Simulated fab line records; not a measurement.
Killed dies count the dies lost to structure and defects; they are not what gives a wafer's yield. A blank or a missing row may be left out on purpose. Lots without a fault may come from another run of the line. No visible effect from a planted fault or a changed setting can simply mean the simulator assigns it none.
fab line records	flow n5Finfet
[record] lots = 7	wafers = 21	lastDay = 18
route steps=1938 shown FIN_SAQP@131 BEOL_M4@1111 PASSIVATION@1936
lots with no fault: from the same line, run without faults
startH: hours from the record's first day to the start of the lot's first wafer shown	waitH: hours elapsed since this lot's preceding step	" identical to the entry in the row above	L1.1+2: several wafers, shown together as one row	- no value, or no start was given	* or withheld: withheld	< > ~ a bound
route shown NAME@n: names a module that has steps shown in the file, with the first one's number in the route	usual: the fault-free wafers' mean and standard deviation	same: alike in all rows	chamber/n: place in a boat	sites: each site's reading	_std_site: standard deviation of those values	_edge_site: inner sites' mean taken away from outer sites' mean	radiusMm: for every site, how far away it sits from the centre of the wafer	mask NAME#n: copy n	behind: the last tool/chamber to shape the wafer	hold: cause of the lot's hold/its duration in hours/its outcome	device: the transistor (n, p or np) that didn't switch	end of line: tests of these same wafers at the route's end	a step without rows: its recipe alone	killed: not the wafer's yield, but the dies lost to structure and defects at the first sort	map: shows each die of a wafer: x if killed, . if not, _ if none is there
set.NAME: setting as actually run; set.NAME@STEP: the setting as run at that earlier step	model.NAME: the simulator's own value behind a step, which no gauge read
lots seen at some steps along the route; tables by step, rows by wafer
services: the hour from which a tool's chamber was out of use, counted from the record's first day as startH (under 0 if before that day), plus the number of hours and why
[[steps]]
[step N5_FIN_SAQP_MANDREL_ETCH_58]
[recipe] chemistry = HBr/Cl2	target = a-Si	targetDepthA = 450	btTimeS = 10	stopOn = SiNx	maskMaterial = SiO2	overEtchFrac = 0.8	timeS = 27	pressureMtorr = 10	icpW = 800	biasW = 75	HBr_flow_sccm = 150	Cl2_flow_sccm = 80	ends = endPoint
[usual] drypumpMotorCurrentA = 5.8/0.51	oesProductAu = 0.695/0.014	throttleValvePct = 35.4/0.33
lot.wafer	tool	chamber	startH	waitH	drypumpMotorCurrentA	oesProductAu	rfHoursCounterH	throttleValvePct
L559.2	rieSi-06	2	30.76	0.0	5.0	0.703	30	36.1
L559.4	"	3	"	"	6.1	0.698	29	35.3
L559.6	"	3	"	"	6.1	0.699	-	35.3
L569.1	rieSi-05	2	90.55	0.0	5.2	0.714	46	34.9
L569.5	"	2	"	"	5.3	0.713	-	34.9
L569.6	"	1	"	"	6.1	0.729	-	34.8
L570.4	rieSi-06	3	97.59	0.0	6.1	0.717	30	35.2
L570.5	"	0	"	"	6.7	0.678	-	35.6
L570.6	"	3	"	"	6.1	0.707	-	35.2
L571.2	rieSi-06	3	102.63	0.0	6.2	0.684	30	35.3
L571.3	"	2	"	"	5.1	0.701	31	36.1
L571.6	"	1	"	"	5.1	0.708	-	35.3
L573.1	rieSi-05	2	116.69	0.0	5.3	0.701	46	35.0
L573.2	"	0	"	"	6.1	0.691	176	35.5
L573.5	"	1	"	"	6.1	0.732	-	34.9
L579.1	rieSi-06	3	151.05	0.0	6.1	0.696	31	35.3
L579.4	"	2	"	"	5.0	0.697	32	36.1
L579.6	"	1	"	"	5.1	0.702	-	35.3
L580.1	rieSi-06	0	157.75	0.0	6.7	0.689	13	35.6
L580.3	"	3	"	"	6.1	0.696	31	35.3
L580.5	"	3	"	"	6.2	0.707	-	35.3
[step N5_FIN_SAQP_RECESS_63]
[recipe] chemistry = HF/NH3	target = SiO2	targetDepthA = 180	afsCycles = 3	tempC = 30	sublimationTempC = 180	sublimationTimeS = 60
[step N5_FIN_SAQP_COAT_68]
[recipe] resist = SOC	tempC = 250	timeS = 60	spinRpm = 1500	resistThkNm = 100
[step N5_FIN_SAQP_ETCH_69]
[recipe] chemistry = N2/H2	target = SOC	targetDepthA = 1500	stopOn = SiNx	ionEnergyEv = 100	biasW = 61	pressureMtorr = 30	sourceW = 850	n2FlowSccm = 200	h2FlowSccm = 200
[usual] drypumpMotorCurrentA = 5.7/0.46	oesProductAu = 0.80/0.074	rfVppV = 240.1/1.2	showerheadPlenumPTorr = 2.51/0.077	throttleValvePct = 17.76/0.2
lot.wafer	tool	chamber	startH	waitH	drypumpMotorCurrentA	oesProductAu	rfHoursCounterH	rfVppV	showerheadPlenumPTorr	throttleValvePct
L559.2	rieDiel-01	3	31.29	-	6.2	0.83	53	238.7	2.48	17.61
L559.4	"	0	"	"	6.2	0.94	6	240.3	2.48	17.54
L559.6	"	2	"	"	5.6	0.82	-	241.3	2.59	17.80
L569.1	rieDiel-01	3	91.20	-	6.2	0.81	76	240.1	2.47	17.65
L569.5	"	3	"	"	6.2	0.81	-	239.5	2.47	17.65
L569.6	"	2	"	"	5.7	0.80	-	240.9	2.58	17.86
L570.4	rieDiel-02	0	98.26	-	5.2	0.72	166	240.9	2.54	17.93
L570.5	"	2	"	"	5.7	0.94	-	241.3	2.51	18.10
L570.6	"	1	"	"	6.1	0.78	-	238.9	2.44	17.69
L571.2	rieDiel-01	1	103.39	-	5.0	0.69	237	238.1	2.39	17.99
L571.3	"	3	"	"	6.2	0.80	82	239.6	2.47	17.64
L571.6	"	2	"	"	5.6	0.79	-	241.9	2.58	17.88
L573.1	rieDiel-02	1	117.59	-	6.1	0.77	118	239.6	2.43	17.71
L573.2	"	0	"	"	5.2	0.71	175	240.7	2.53	17.94
L573.5	"	1	"	"	6.2	0.76	-	241.2	2.43	17.70
L579.1	rieDiel-02	1	151.58	-	6.2	0.76	132	240.6	2.43	17.73
L579.4	"	0	"	"	5.2	0.70	184	239.0	2.53	17.95
L579.6	"	2	"	"	5.7	0.88	-	240.0	2.50	18.14
L580.1	rieDiel-02	1	158.46	-	6.1	0.75	134	237.8	2.43	17.73
L580.3	"	0	"	"	5.3	0.70	187	240.1	2.53	17.97
L580.5	"	1	"	"	6.1	0.75	-	239.7	2.43	17.74
[step N5_FIN_SAQP_ETCH_67]
[recipe] chemistry = CH3F/O2	target = SiNx	targetDepthA = 300	maskMaterial = SOC	pressureMtorr = 30	sourceW = 395	biasW = 73	Ar_flow_sccm = 150	CH3F_flow_sccm = 30	O2_flow_sccm = 20	ionEnergyEv = 120
[step N5_FIN_SAQP_STRIP_70]
[recipe] chemistry = N2/H2	powerW = 500	tempC = 40	pressureMtorr = 50	rfFrequencyHz = 6e+07	overashFraction = 0.3	biasPowerW = 28	h2Frac = 0.5	n2FlowSccm = 300	h2FlowSccm = 300
[step N5_FIN_SAQP_RECESS_71]
[recipe] chemistry = HF/NH3	target = SiO2	targetDepthA = 30	afsCycles = 1	tempC = 30	sublimationTempC = 180	sublimationTimeS = 60
[step N5_FIN_SAQP_SPACER2_ALD_28]
[recipe] material = SiO2	targetThkA = 81	tempC = 300	aldPrecursorFamily = BDEAS	aldCoReactant = O2-plasma	pulseTimeS = 1	purgeTimeS = 2	coReactantPurgeTimeS = 2	pressureTorr = 2
[usual] heaterPowerW = 483/40	precursorPulseHeightRel = 0.997/0.021
[same] coReactantPurgeTimeS = 2
lot.wafer	tool	chamber	startH	waitH	heaterPowerW	precursorPulseHeightRel
L559.2	aldSin-04	1	31.60	0.1	432	0.965
L559.4	"	2	"	"	498	0.995
L559.6	"	1	"	"	429	0.994
L569.1	aldSin-03	0	91.52	0.1	439	1.027
L569.5	"	2	"	"	464	0.973
L569.6	"	3	"	"	543	1.031
L570.4	aldSin-03	1	98.57	0.1	508	1.002
L570.5	"	1	"	"	505	0.990
L570.6	"	2	"	"	461	1.001
L571.2	aldSin-04	1	103.69	0.1	440	1.000
L571.3	"	0	"	"	498	1.021
L571.6	"	3	"	"	525	1.023
L573.1	aldSin-03	2	118.16	0.4	468	0.982
L573.2	"	0	"	"	449	0.973
L573.5	"	0	"	"	452	1.027
L579.1	aldSin-03	3	151.96	0.2	558	0.988
L579.4	"	2	"	"	479	1.001
L579.6	"	0	"	"	438	0.997
L580.1	aldSin-03	0	158.77	0.1	448	1.012
L580.3	"	2	"	"	463	0.986
L580.5	"	3	"	"	535	0.995
[step N5_FIN_SAQP_SPACER2_ETCHBACK_29]
[recipe] chemistry = CHF3/O2	mode = anisotropicEtchback	target = SiO2	targetDepthA = 122	timeS = 6.1	pressureMtorr = 30	sourceW = 650	biasW = 170	Ar_flow_sccm = 200	CHF3_flow_sccm = 50	O2_flow_sccm = 5	ionEnergyEv = 200
[usual] drypumpMotorCurrentA = 5.7/0.46	oesProductAu = 0.83/0.073	rfVppV = 524/11	showerheadPlenumPTorr = 2.39/0.07	throttleValvePct = 18.85/0.15
lot.wafer	tool	chamber	startH	waitH	drypumpMotorCurrentA	oesProductAu	rfHoursCounterH	rfVppV	showerheadPlenumPTorr	throttleValvePct
L559.2	rieDiel-01	2	31.92	0.2	5.6	0.83	62	535	2.45	18.78
L559.4	"	3	"	"	6.2	0.84	53	536	2.36	18.75
L559.6	"	2	"	"	5.6	0.84	-	535	2.45	18.77
L569.1	rieDiel-02	3	91.84	0.2	5.9	0.80	99	538	2.54	18.59
L569.5	"	1	"	"	6.2	0.79	-	516	2.33	18.92
L569.6	"	0	"	"	5.2	0.73	-	525	2.42	18.99
L570.4	rieDiel-02	0	98.95	0.2	5.2	0.73	166	526	2.42	19.01
L570.5	"	1	"	"	6.1	0.79	-	516	2.33	18.93
L570.6	"	2	"	"	5.7	0.94	-	504	2.38	19.00
L571.2	rieDiel-01	1	104.03	0.2	5.0	0.69	237	519	2.28	19.14
L571.3	"	3	"	"	6.2	0.80	83	538	2.35	18.81
L571.6	"	1	"	"	5.0	0.68	-	521	2.28	19.14
L573.1	rieDiel-01	0	118.65	0.3	6.2	0.87	39	508	2.36	18.86
L573.2	"	3	"	"	6.2	0.80	92	536	2.34	18.83
L573.5	"	3	"	"	6.2	0.80	-	535	2.34	18.82
L579.1	rieDiel-04	0	152.32	0.2	6.2	0.90	26	526	2.37	18.86
L579.4	"	2	"	"	4.7	0.90	33	531	2.45	18.61
L579.6	"	0	"	"	6.1	0.90	-	525	2.38	18.86
L580.1	rieDiel-04	2	159.09	0.2	4.7	0.89	36	531	2.45	18.60
L580.3	"	1	"	"	5.4	0.77	133	516	2.31	18.85
L580.5	"	1	"	"	5.4	0.76	-	515	2.31	18.84
[step N5_FIN_SAQP_MANDREL2_REMOVE_60]
[recipe] chemistry = HBr/Cl2/O2	btTimeS = 10	target = a-Si	stopOn = SiNx	endpoint = OES-SiCl	overEtchFrac = 1	icpW = 600	biasW = 22	HBr_flow_sccm = 150	Cl2_flow_sccm = 80	O2_flow_sccm = 5	pressureMtorr = 10
[usual] drypumpMotorCurrentA = 5.8/0.45	oesProductAu = 0.999/0.02	throttleValvePct = 36.4/0.34
lot.wafer	tool	chamber	startH	waitH	drypumpMotorCurrentA	oesProductAu	rfHoursCounterH	throttleValvePct
L559.2	rieSi-06	1	32.01	0.1	5.1	1.014	12	36.5
L559.4	"	0	"	"	6.7	0.999	11	36.7
L559.6	"	1	"	"	5.1	1.017	-	36.5
L569.1	rieSi-05	0	91.93	0.1	6.1	0.958	176	36.7
L569.5	"	1	"	"	6.1	1.019	-	36.0
L569.6	"	2	"	"	5.3	1.006	-	36.1
L570.4	rieSi-04	0	99.03	0.1	5.6	0.974	28	36.8
L570.5	"	2	"	"	5.4	0.997	-	36.2
L570.6	"	3	"	"	5.5	0.991	-	35.9
L571.2	rieSi-05	1	104.11	0.1	6.1	1.034	108	36.0
L571.3	"	2	"	"	5.3	1.009	46	36.1
L571.6	"	2	"	"	5.3	1.005	-	36.1
L573.1	rieSi-06	2	118.73	0.1	5.1	1.014	31	37.2
L573.2	"	1	"	"	5.1	1.020	14	36.5
L573.5	"	2	"	"	5.1	1.010	-	37.2
L579.1	rieSi-04	1	152.40	0.1	6.1	1.005	17	36.6
L579.4	"	3	"	"	5.5	0.984	88	35.9
L579.6	"	2	"	"	5.3	1.000	-	36.2
L580.1	rieSi-05	1	159.18	0.1	6.1	1.023	109	36.0
L580.3	"	3	"	"	6.0	1.004	169	36.6
L580.5	"	1	"	"	6.1	1.036	-	36.0
[step N5_FIN_SAQP_CD_MEAS_31]
[recipe] targetCdNm = 8	landingEnergyEv = 1000	detector = seInlens	polarity = line
[usual] cdNm = 8.04/0.22
[same] landingEnergyEv = 1000
lot.wafer	tool	chamber	startH	waitH	cdNm
L559.2	cdSem-01	0	32.12	0.1	8.06
L559.4	"	0	"	"	8.14
L559.6	"	0	"	"	8.36
L569.1	cdSem-01	0	92.04	0.1	8.29
L569.5	"	0	"	"	8.03
L569.6	"	0	"	"	8.37
L570.4	cdSem-01	0	99.15	0.1	8.12
L570.5	"	0	"	"	8.39
L570.6	"	0	"	"	7.97
L571.2	cdSem-01	0	104.22	0.1	8.23
L571.3	"	0	"	"	7.71
L571.6	"	0	"	"	8.02
L573.1	cdSem-02	0	118.84	0.1	8.08
L573.2	"	0	"	"	8.08
L573.5	"	0	"	"	8.53
L579.1	cdSem-01	0	152.51	0.1	8.29
L579.4	"	0	"	"	8.08
L579.6	"	0	"	"	7.88
L580.1	cdSem-02	0	159.30	0.1	8.04
L580.3	"	0	"	"	7.75
L580.5	"	0	"	"	8.24
[step N5_FIN_SAQP_HM_OPEN_33]
[recipe] chemistry = CH3F/O2	target = SiNx	maskMaterial = SiO2	targetDepthA = 494	timeS = 70.6	pressureMtorr = 30	sourceW = 395	biasW = 73	Ar_flow_sccm = 150	CH3F_flow_sccm = 30	O2_flow_sccm = 20	ionEnergyEv = 120	ends = cleared
[step N5_FIN_SAQP_ETCH_34]
[recipe] chemistry = C4F6/O2	target = SiO2	targetDepthA = 450	timeS = 15	ionEnergyEv = 250	pressureMtorr = 30	sourceW = 345	biasW = 185	Ar_flow_sccm = 300	C4F6_flow_sccm = 10	O2_flow_sccm = 10	ends = cleared
[usual] drypumpMotorCurrentA = 5.7/0.46	etchRfOnTimeS = 14.99/0.19	oesProductAu = 0.70/0.065	rfVppV = 667/14	showerheadPlenumPTorr = 2.82/0.079	throttleValvePct = 21.03/0.15
lot.wafer	tool	chamber	startH	waitH	drypumpMotorCurrentA	etchRfOnTimeS	oesProductAu	rfHoursCounterH	rfVppV	showerheadPlenumPTorr	throttleValvePct
L559.2	rieDiel-01	0	32.24	0.0	6.2	14.89	0.81	6	644	2.80	21.00
L559.4	"	2	"	"	5.6	14.95	0.71	62	680	2.89	20.96
L559.6	"	2	"	"	5.6	14.87	0.72	-	681	2.89	20.96
L569.1	rieDiel-01	2	92.39	0.0	5.6	14.90	0.68	86	679	2.88	20.98
L569.5	"	2	"	"	5.7	14.77	0.70	-	678	2.88	20.99
L569.6	"	1	"	"	5.0	14.98	0.59	-	659	2.70	21.24
L570.4	rieDiel-01	1	99.28	0.0	5.0	10.59	0.72	235	660	2.69	21.42
L570.5	"	3	"	"	6.2	10.60	0.86	-	682	2.78	21.13
L570.6	"	0	"	"	6.3	10.55	0.93	-	645	2.79	21.15
L571.2	rieDiel-01	2	104.83	0.0	5.6	10.57	0.85	91	677	2.87	21.12
L571.3	"	0	"	"	6.2	10.64	0.93	30	645	2.79	21.16
L571.6	"	0	"	"	6.3	10.59	0.93	-	645	2.79	21.14
L573.1	rieDiel-01	0	119.04	0.0	6.2	10.77	0.90	40	646	2.79	21.16
L573.2	"	3	"	"	6.2	10.75	0.84	92	682	2.77	21.14
L573.5	"	0	"	"	6.2	10.68	0.91	-	644	2.79	21.14
L579.1	rieDiel-02	2	152.63	0.0	5.7	14.83	0.76	39	638	2.80	21.25
L579.4	"	3	"	"	5.9	14.96	0.66	126	681	2.99	20.77
L579.6	"	3	"	"	5.9	15.15	0.66	-	683	2.99	20.78
L580.1	rieDiel-02	1	159.41	0.0	6.1	14.98	0.65	135	657	2.74	21.17
L580.3	"	0	"	"	5.2	15.36	0.60	187	667	2.84	21.19
L580.5	"	0	"	"	5.2	15.35	0.60	-	666	2.84	21.21
[step N5_FIN_SAQP_STRIP_77]
[recipe] chemistry = N2/H2	timeS = 90	powerW = 100	tempC = 40	pressureMtorr = 100	rfFrequencyHz = 6e+07	biasPowerW = 3	n2FlowSccm = 300	h2FlowSccm = 300
[step N5_BEOL_M4_RC_MEAS_101]
[usual] DIBL_N = 36.0/2	DIBL_P = 36.2/2.2	IOFF_N = 0.16/0.034	IOFF_P = 0.21/0.04	ION_N = 675/12	ION_P = 463/7.2	SS_N = 71.6/0.6	SS_P = 73.3/0.67	VT_N = 250/3	VT_P = -251/3.4
lot.wafer	tool	chamber	startH	waitH	DIBL_N[mV/V]	DIBL_P[mV/V]	IOFF_N[nA/um]	IOFF_P[nA/um]	ION_N[uA/um]	ION_P[uA/um]	SS_N[mV/dec]	SS_P[mV/dec]	VT_N[mV]	VT_P[mV]
L559.2	prober-01	0	178.76	0.2	34.6	34.8	0.15	0.20	684	464	70.9	73.5	251	-249
L559.4	"	0	"	"	35.3	35.7	0.15	0.21	678	462	71.7	73.5	252	-247
L559.6	"	0	"	"	35.3	36.3	0.16	0.21	678	464	71.3	73.9	251	-250
L569.1	prober-01	0	242.60	0.0	38.7	37.5	0.16	0.20	668	454	70.9	73.9	253	-252
L569.5	"	0	"	"	40.5	39.3	0.19	0.24	679	461	71.7	74.9	249	-252
L569.6	"	0	"	"	41.2	41.1	0.22	0.26	698	466	72.2	74.8	249	-249
L570.4	prober-01	0	245.66	0.5	35.2	37.1	0.16	0.24	673	468	70.8	73.5	250	-244
L570.5	"	0	"	"	35.5	36.8	0.16	0.23	680	465	70.9	73.3	250	-249
L570.6	"	0	"	"	35.8	38.0	0.17	0.25	685	474	71.6	73.7	249	-249
L571.2	prober-01	0	249.96	0.2	36.4	38.3	0.19	0.25	688	469	72.0	73.2	247	-248
L571.3	"	0	"	"	35.9	37.2	0.17	0.23	676	468	71.1	72.7	250	-248
L571.6	"	0	"	"	35.6	37.1	0.17	0.23	680	470	71.5	73.5	247	-246
L573.1	prober-01	0	267.96	0.0	36.1	36.0	0.18	0.25	689	479	71.2	72.8	247	-245
L573.2	"	0	"	"	38.2	38.0	0.21	0.28	687	474	72.2	73.9	244	-247
L573.5	"	0	"	"	37.3	36.0	0.19	0.26	684	476	71.7	73.3	250	-246
L580.1	prober-01	0	311.62	0.0	36.0	35.9	0.15	0.21	665	455	71.9	72.3	250	-250
L580.3	"	0	"	"	34.3	33.7	0.14	0.19	681	460	71.3	72.5	248	-248
L580.5	"	0	"	"	36.6	36.7	0.18	0.23	686	469	71.4	73.7	249	-247
L579.1	prober-02	0	314.66	0.0	34.8	34.0	0.14	0.17	673	464	70.5	73.1	252	-253
L579.4	"	0	"	"	35.9	34.4	0.14	0.17	661	451	70.8	73.0	249	-255
L579.6	"	0	"	"	32.5	31.0	0.10	0.14	659	456	70.5	72.0	253	-256
[step N5_PASSIVATION_PROBE_49]
[usual] defectLimitedYield = 91.5/1.5	killed_at_M0_to_M3 = 33/10	killed_at_M4_up = 15/6.4	killedAtContacts = 12/5.4	killedAtFrontEnd = 38/9.8	killedAtOther = 4/3.1	killedDies = 101/18	killedOpen = 67/14	killedShort = 33/7.9	sort_bin_5_function = 5.0/1	sort_bin_6_memory = 3.2/0.67	sortNPass = 1079/18	sortYieldPct = 91.5/1.5
[same] grossDies = 1180	killedAtBackSide = 0	sort_bin_4_leakage[%] = 0	sort_bin_8_speed[%] = 0
lot.wafer	tool	chamber	startH	waitH	defectLimitedYield[%]	killed_at_M0_to_M3	killed_at_M4_up	killedAtContacts	killedAtFrontEnd	killedAtOther	killedDies	killedOpen	killedShort	sort_bin_5_function[%]	sort_bin_6_memory[%]	sortNPass	sortYieldPct[%]
L569.1	prober-02	-	376.83	0.0	90.6	35	14	11	46	5	111	75	33	5.4	3.5	1069	90.6
L569.5	prober-02	-	377.03	0.2	93.9	20	10	12	30	0	72	46	24	3.5	2.4	1108	93.9
L569.6	prober-02	-	377.08	0.3	90.1	30	12	15	58	2	117	64	51	5.3	4.6	1063	90.1
L570.4	prober-01	-	390.45	0.2	92.6	18	11	16	40	2	87	60	27	4.4	2.9	1093	92.6
L570.5	prober-01	-	390.50	0.2	92.6	22	20	13	31	1	87	53	33	4.5	2.7	1093	92.6
L570.6	prober-01	-	390.55	0.3	90.8	42	13	15	34	4	108	80	27	5.3	3.6	1072	90.8
L579.1	prober-01	-	435.37	0.0	93.0	21	16	10	34	2	83	51	31	4.2	2.7	1097	93.0
L579.4	prober-01	-	435.52	0.2	94.2	22	14	6	25	1	68	43	25	3.4	2.2	1112	94.2
L579.6	prober-01	-	435.62	0.3	92.1	40	11	5	32	5	93	54	36	5.1	2.6	1087	92.1
// killed by level:class
L569.1 STI_FIN_REVEAL:geometricParticle:open=16 BEOL_M0_SAQP:geometricParticle:short=12 FIN_SAQP:geometricParticle:open=10 MOL_CONTACT_COAG:geometricParticle:open=10 BEOL_M0_SAQP:geometricParticle:open=7 BEOL_M2:geometricParticle:open=6 STARTING-WAFER:geometricParticle:short=5 DUMMY_GATE:geometricParticle:open=4
L569.5 FIN_SAQP:geometricParticle:open=9 BEOL_M0_SAQP:geometricParticle:short=7 MOL_CONTACT_COAG:geometricParticle:short=6 MOL_CONTACT_COAG:geometricParticle:open=6 BEOL_M0_SAQP:geometricParticle:open=6 STI_FIN_REVEAL:geometricParticle:open=5 BEOL_M2:geometricParticle:open=5 BEOL_M4:geometricParticle:open=4
L569.6 FIN_SAQP:geometricParticle:open=17 MOL_CONTACT_COAG:geometricParticle:open=13 BEOL_M0_SAQP:geometricParticle:short=13 FIN_SAQP:geometricParticle:short=10 BEOL_M0_SAQP:geometricParticle:open=8 ILD0:geometricParticle:short=4 GATE_CUT:geometricParticle:short=4 DUMMY_GATE:geometricParticle:open=3
L570.4 MOL_CONTACT_COAG:geometricParticle:open=13 FIN_SAQP:geometricParticle:short=11 STI_FIN_REVEAL:geometricParticle:open=8 BEOL_M0_SAQP:geometricParticle:open=8 FIN_SAQP:geometricParticle:open=6 DUMMY_GATE:geometricParticle:open=6 BEOL_M4:geometricParticle:open=5 MOL_CONTACT_COAG:geometricParticle:short=3
L570.5 MOL_CONTACT_COAG:geometricParticle:open=9 FIN_SAQP:geometricParticle:short=6 STI_FIN_REVEAL:geometricParticle:open=6 BEOL_M0_SAQP:geometricParticle:short=5 FIN_SAQP:geometricParticle:open=4 MOL_CONTACT_COAG:geometricParticle:short=4 BEOL_M1:geometricParticle:open=4 BEOL_M3:geometricParticle:open=4
L570.6 MOL_CONTACT_COAG:geometricParticle:open=15 BEOL_M0_SAQP:geometricParticle:open=15 BEOL_M3:geometricParticle:open=8 BEOL_M0_SAQP:geometricParticle:short=6 STI_FIN_REVEAL:geometricParticle:open=5 DUMMY_GATE:geometricParticle:open=5 ILD0:geometricParticle:open=5 BEOL_M5:geometricParticle:open=5
L579.1 BEOL_M4:geometricParticle:open=10 STI_FIN_REVEAL:geometricParticle:open=8 MOL_CONTACT_COAG:geometricParticle:open=8 FIN_SAQP:geometricParticle:short=5 BEOL_M0_SAQP:geometricParticle:short=4 BEOL_M0:geometricParticle:open=4 BEOL_M2:geometricParticle:open=4 FIN_SAQP:geometricParticle:open=3
L579.4 FIN_SAQP:geometricParticle:short=11 BEOL_M0_SAQP:geometricParticle:open=8 FIN_SAQP:geometricParticle:open=6 MOL_CONTACT_COAG:geometricParticle:open=6 BEOL_M4:geometricParticle:open=5 BEOL_M0_SAQP:geometricParticle:short=5 BEOL_M0:geometricParticle:open=4 BEOL_M2:geometricParticle:open=4
L579.6 BEOL_M0_SAQP:geometricParticle:open=12 FIN_SAQP:geometricParticle:short=9 BEOL_M0_SAQP:geometricParticle:short=9 STI_FIN_REVEAL:geometricParticle:open=7 BEOL_M0:geometricParticle:open=5 FIN_SAQP:geometricParticle:open=4 BEOL_M4:geometricParticle:open=4 GATE_CUT:geometricParticle:short=4
[[services]]
tool	chamber	startH	hours	kind
aldSin-03	0	8.01	-	clean
aldSin-03	1	8.01	-	clean
aldSin-03	2	8.01	-	clean
aldSin-03	3	8.01	-	clean
aldSin-04	2	15.86	1.7	repair
rieSi-06	0	37.17	6.6	repair
rieDiel-02	2	41.32	-	clean
rieDiel-02	2	41.32	-	consumableReplace:focusRing
rieDiel-02	2	41.32	22.0	scheduledDown
rieDiel-02	2	41.32	22.0	ventCycle
aldSin-03	-	57.96	6.4	repair
rieDiel-04	3	58.26	5.1	repair
rieDiel-01	0	61.42	4.9	repair
rieDiel-02	-	63.20	0.4	repair
aldSin-04	3	67.01	5.7	repair
rieSi-06	-	70.69	2.8	pm
rieDiel-04	2	85.92	7.1	repair
rieSi-04	3	86.45	2.3	repair
rieDiel-01	0	90.34	2.5	repair
rieDiel-04	-	93.97	28.1	pm
rieDiel-01	3	123.27	6.5	repair
rieDiel-02	0	128.23	12.0	repair
rieDiel-04	-	131.45	0.3	repair
aldSin-04	0	136.29	5.6	repair
[[key]]
[firstSign] step = N5_FIN_SAQP_ETCH_34	reading = etchRfOnTimeS	direction = down	sigmas = 23	usual = *	struck = *
[effect] step = N5_FIN_SAQP_ETCH_34	reading = oesProductAu	direction = up	sigmas = 2.7	usual = 0.70	struck = 0.87
metAt N5_FIN_SAQP_ETCH_34
struckWafers L570.4,L570.5,L570.6,L571.2,L571.3,L571.6,L573.1,L573.2,L573.5
onsetBetween 92.39 99.28
[fault] kind = processParameterDrift	tool = rieDiel-01	chamber = -	onsetH = 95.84	steps = N5_FIN_SAQP_ETCH_34	channel = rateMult	offset = 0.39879	shape = step	endH = 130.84
